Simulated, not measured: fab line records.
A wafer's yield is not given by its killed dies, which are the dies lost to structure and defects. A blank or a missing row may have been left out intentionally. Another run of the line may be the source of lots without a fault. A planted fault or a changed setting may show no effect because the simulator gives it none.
Which of the tools did it? ; flow n5Finfet ; Sampling: 24 lots, 72 wafers, 2 of 1938 route steps

== WHAT EACH GAUGE READ, for each wafer ==
N5_BEOL_M7_THK_MEAS_01. Usual: for M7_ILD_THK the level is 153.8 nm and the standard deviation is 1.9.
lot;measured;on;M7_ILD_THK (nm);flag
L074;day 9 07:37;filmMetro-02;152.0 152.7 157.3;
L075;day 10 07:59;filmMetro-02;151.8 152.8 155.3;
L076;day 10 10:37;filmMetro-02;154.8 154.6 154.9;
L077;day 10 14:42;filmMetro-01;152.6 154.2 155.4;
L079;day 10 15:26;filmMetro-02;154.3 158.4 154.0;
L078;day 10 17:32;filmMetro-02;155.9 157.3 156.8;
L080;day 10 21:53;filmMetro-01;153.6 152.0 153.2;
L081;day 10 23:00;filmMetro-02;151.6 154.7 152.7;
L083;day 11 19:10;filmMetro-02;155.4 157.7 155.3;
L082;day 12 02:07;filmMetro-01;154.3 152.9 156.2;
L084;day 12 09:25;filmMetro-02;153.6 154.3 155.9;
L086;day 12 14:34;filmMetro-02;153.1 155.3 151.8;
L087;day 12 21:52;filmMetro-01;149.2 150.8 152.7;
L085;day 12 22:42;filmMetro-02;152.7 154.5 154.8;
L088;day 13 01:07;filmMetro-01;152.1 153.4 154.7;
L090;day 13 20:49;filmMetro-01;153.4 152.0 156.0;
L091;day 14 00:44;filmMetro-02;154.1 151.1 154.3;
L089;day 14 01:32;filmMetro-02;150.4 153.9 153.2;
L092;day 14 10:07;filmMetro-01;153.2 153.0 157.1;
L093;day 14 10:33;filmMetro-02;152.9 155.8 154.0;
L096;day 15 01:46;filmMetro-01;151.2 154.3 158.8;
L094;day 15 02:55;filmMetro-02;152.8 152.1 155.7;
L095;day 15 05:14;filmMetro-02;150.1 151.7 155.2;
L097;day 16 05:42;filmMetro-01;150.5 154.9 154.3;

N5_BEOL_M7_INSPECT_13: inspects for defects (brightfield). Usual: rawDefectCount reads 381 (standard deviation 82).
lot;measured;on;rawDefectCount;flag
L074;day 9 09:21;defectInspect-02;495 356 350;
L075;day 10 08:41;defectInspect-01;321 395 340;
L076;day 10 12:14;defectInspect-02;425 462 270;
L077;day 10 15:26;defectInspect-02;222 368 266;
L079;day 10 18:00;defectInspect-01;397 248 295;
L078;day 10 18:50;defectInspect-01;439 299 364;
L080;day 10 23:13;defectInspect-02;256 359 306;
L081;day 10 23:52;defectInspect-01;480 310 426;
L083;day 11 20:22;defectInspect-02;403 328 425;
L082;day 12 03:19;defectInspect-01;266 326 290;
L084;day 12 11:39;defectInspect-02;337 390 474;
L086;day 12 15:13;defectInspect-01;395 534 296;
L087;day 12 23:06;defectInspect-02;312 325 352;
L085;day 12 23:21;defectInspect-02;403 397 351;
L088;day 13 02:01;defectInspect-02;470 361 371;
L090;day 13 23:13;defectInspect-01;367 447 408;
L091;day 14 02:44;defectInspect-01;485 438 329;
L089;day 14 02:55;defectInspect-01;403 520 562;
L092;day 14 11:08;defectInspect-02;443 370 529;
L093;day 14 11:26;defectInspect-01;295 462 449;
L096;day 15 03:56;defectInspect-02;278 276 624;
L094;day 15 04:16;defectInspect-01;534 517 377;
L095;day 15 06:43;defectInspect-01;348 429 432;
L097;day 16 07:19;defectInspect-02;457 536 511;

== WHICH TOOL RAN EACH LOT (tool, then ch and the chambers of the sampled wafers, then the start) ==
The record holds no process step before these readings.

== WHAT THE TOOLS THEMSELVES READ (means of the sampled wafers that have a number; where no wafer has one, the mark that the record gives instead) ==
The record holds no such reading with a usual standard deviation.

== THE ANSWER, worked out from the rows above alone ==
Rule: a lot counts as off when the mean over its wafers that have a number is more than 3 standard deviations away from the usual mean. A lot without any number at a reading at which 4 lots or more have one is off too. All remaining lots with rows at the step are treated as sound. Order of review: gauges by route order, followed by the tools' own readings, for which a lot's mean as printed above is used. The first step at which some lot is off is used, and at that step the reading that is off furthest; a lot without a number counts as furthest.
Nothing can be told from this: no lot is off at any reading shown.

== WHAT WAS PUT IN BY THE SIMULATOR ==
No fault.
